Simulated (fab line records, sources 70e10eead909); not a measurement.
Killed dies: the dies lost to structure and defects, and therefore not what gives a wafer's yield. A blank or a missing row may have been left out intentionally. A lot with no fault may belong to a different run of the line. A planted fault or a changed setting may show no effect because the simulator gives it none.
Chamber matching	flow nand-harc	4 sister chambers for NHARC_A_STAIRCASE_CMP_152 on cmp-04
The step polishes. 4 wafers are shown with their chamber, then 7 later ones without.

## WAFERS, EACH WITH ITS CHAMBER
wafer	chamber	motor-current-A (A)
L081.2	1	12.4
L086.3	2	12.3
L088.1	0	14.1
L088.3	3	12.0

## WAFERS WITHOUT THEIR CHAMBER
wafer	motor-current-A (A)
L088.4	13.2
L092.3	13.2
L092.4	14.7
L095.2	11.3
L095.3	11.1
L095.4	12.9
L094.4	13.5

## WHICH CHAMBER EACH WENT THROUGH
wafer	from the rows above	in truth
L088.4	can't be placed: 1 or 2 or 0 or 3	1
L092.3	can't be placed: 1 or 2 or 0 or 3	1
L092.4	0	0
L095.2	can't be placed: 3 or 2 or 1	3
L095.3	can't be placed: 3 or 2 or 1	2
L095.4	can't be placed: 1 or 2 or 3 or 0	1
L094.4	can't be placed: 0 or 1 or 2 or 3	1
Placed correctly: 1 of 7. Cannot be placed on the basis of these rows: 6; the candidates contain the true chamber in 6. Number placed wrongly: 0.
How it was worked out, from the rows above alone: a wafer's distance from a chamber is the root of the sum, over the readings, of the square of ((its reading less the chamber's mean) divided by the reading's scatter). The wafer belongs to the nearest chamber; if the next one is less than 2 further off, it can't be placed. For every chamber, the mean is computed from those of its wafers that are shown. The scatter (one wafer shown for each chamber): square how far every hidden wafer sits from the nearest shown wafer, average those squares and take the square root.
